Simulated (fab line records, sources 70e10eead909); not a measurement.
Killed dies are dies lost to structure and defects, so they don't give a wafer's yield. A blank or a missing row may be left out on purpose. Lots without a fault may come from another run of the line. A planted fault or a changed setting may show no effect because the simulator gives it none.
A struck lot beside a sound one | flow nand_harc | 40 steps out of a route of 1159
Sound: wafers L509.1, L509.2, L509.6. Struck: wafers L526.2, L526.6. (L526.4 of the same lot was not struck and is left out.) The cause comes at the end.
At each step with rows: each side's tool, then ch and its chambers, then its first start. Under that, the readings that differ: sound wafers | struck wafers | difference of the means | sigmas: that difference in standard deviations of wafers without a fault.
alike: readings whose means differ by less than 2 such deviations, and words and numbers that are the same on both sides. not compared: withheld readings, readings that some wafer has no value for, bounds like >300 that may hide the same value, and numbers for which the record gives no deviation and whose values overlap.
The two part at a step that has a row with sigmas, a row that says differs or no value, or rows on one side only. Numbers that don't overlap but have no deviation are shown without sigmas and don't part them. A reading that every wafer of one side lacks parts them only if that side has two wafers or more.

first, 3 steps without rows for these wafers: NHARC_A_BONDPAD_HARDBAKE_10 (time 65 s); NHARC_A_BONDPAD_DESCUM_11 (chemistry O2, time 3 s); NHARC_A_BONDPAD_ETCH_34 (etches the open film in N2/H2, target depth 60 nm, overetch 18 nm, time 65.91 s).
NHARC_A_BONDPAD_ETCH_12: etches the open film in CHF3/O2, target depth 220 nm, time 110 s.
  sound on rie_diel-03 ch 1,2,3; struck on rie_diel-07 ch 2,3
  reading               | sound             | struck      | difference | sigmas
  oes_product_au (a.u.) | 0.958 0.998 0.973 | 0.925 0.924 | -0.052     | -2
  alike: bias_w, drypump_motor_current_A, rf_vpp_V, showerhead_plenum_p_Torr, throttle_valve_pct
  not compared: rf_hours_counter_h
NHARC_A_BONDPAD_CD_MEAS_13:
  sound on cd_sem-01, day 18 11:47; struck on cd_sem-03, day 22 10:40
  reading    | sound             | struck      | difference | sigmas
  cd_nm (nm) | 500.5 502.2 501.4 | 495.0 498.5 | -4.6       | -3
NHARC_A_BONDPAD_STRIP_15: strips in O2.
  sound on rie_diel-03 ch 0,3, day 18 11:52; struck on rie_diel-03 ch 1,3, day 22 10:45
  alike: drypump_motor_current_A, oes_product_au, rf_vpp_V, showerhead_plenum_p_Torr, throttle_valve_pct
  not compared: rf_hours_counter_h
then, 4 steps without rows for these wafers: NHARC_A_BONDPAD_ETCH_24 (etches the open film in CF4/N2, target depth 30 nm, time 72.99 s); NHARC_A_BONDPAD_STRIP_16 (strips in post etch residue remover, time 600 s); NHARC_A_BONDPAD_DEGAS_25 (time 60 s); NHARC_A_BONDPAD_PRE_CLEAN_26 (time 30 s).
NHARC_A_BONDPAD_PVD_17: deposits TaN, target thk 5 nm, time 8.06 s.
  sound on pvd_sputter-01; struck on pvd_sputter-03
  alike: throttle_valve_pct
then, 1 step without rows for these wafers: NHARC_A_BONDPAD_PVD_27 (deposits Cu, target thk 30 nm, time 20.49 s).
NHARC_A_BONDPAD_ECD_18: material Cu, target thk 400 nm.
  sound on ecd_cu-02 ch 0,1, day 18 12:46; struck on ecd_cu-01 ch 0,1, day 22 11:38
NHARC_A_BONDPAD_ANNEAL_28: time 90 s.
  sound on rtp_anneal-02 ch 0, day 18 13:21; struck on rtp_anneal-02 ch 0, day 22 12:07
  alike: wafer_temp_C_max
then, 2 steps without rows for these wafers: NHARC_A_BONDPAD_CMP_19 (polishes, t overpolish 30 s, cu recess touch 16 s, target thk 169.8 nm); NHARC_A_BONDPAD_SRD_21 (time 30 s, dry time 20 s).
NHARC_A_BONDPAD_INSPECT_23:
  sound on defect_inspect-02, day 18 14:14; struck on defect_inspect-01, day 22 13:14
  alike: raw_defect_count
then, 5 steps without rows for these wafers: NHARC_HYBRID_BOND_ACTIVATE_00 (chemistry N2, time 60 s); NHARC_HYBRID_BOND_PRECLEAN_01 (cleans in DIW, time 300 s); NHARC_HYBRID_BOND_SRD_02 (time 30 s, dry time 20 s); NHARC_HYBRID_BOND_BOND_03; NHARC_HYBRID_BOND_ANNEAL_04 (time 7200 s).
NHARC_HYBRID_BOND_OVL_MEAS_05:
  the record has rows for the sound wafers here (overlay-01, day 18 23:29) and none for the struck ones
NHARC_HYBRID_BOND_INSPECT_06: inspects for defects (ir void).
  the record has rows for the sound wafers here (defect_inspect-01, day 18 23:34) and none for the struck ones
then, 1 step without rows for these wafers: NHARC_THIN_TSV_GRIND_00.
NHARC_THIN_TSV_CMP_01: polishes.
  the record has rows for the sound wafers here (cmp-02 ch 0,1, day 19 21:45) and none for the struck ones
NHARC_THIN_TSV_THK_MEAS_02: measures by ir.
  the record has rows for the sound wafers here (film_metro-02, day 19 21:59) and none for the struck ones
then, 12 steps without rows for these wafers: NHARC_THIN_TSV_SRD_03; NHARC_THIN_TSV_PRECLEAN_41 (cleans in SC1); NHARC_THIN_TSV_SRD_42; NHARC_THIN_TSV_DEP_43 (deposits SiO2, target thk 1328.5 nm); NHARC_THIN_TSV_DEHYDRATE_04 (time 120 s); NHARC_THIN_TSV_HMDS_05 (time 30 s); NHARC_THIN_TSV_COAT_06; NHARC_THIN_TSV_SOFTBAKE_07 (time 95 s); NHARC_THIN_TSV_EBR_08; NHARC_THIN_TSV_EXPOSE_09 (exposes mask TSV); NHARC_THIN_TSV_PEB_10 (peb time 85 s); NHARC_THIN_TSV_DEVELOP_11 (time 70 s).
NHARC_END_SORT_01:
  the record has rows for the struck wafers here (prober-01 ch 0, day 23 20:40) and none for the sound ones

WHERE THEY PART
First at NHARC_A_BONDPAD_ETCH_12; last, within this record, at NHARC_END_SORT_01.

WHY: what the simulator had put in
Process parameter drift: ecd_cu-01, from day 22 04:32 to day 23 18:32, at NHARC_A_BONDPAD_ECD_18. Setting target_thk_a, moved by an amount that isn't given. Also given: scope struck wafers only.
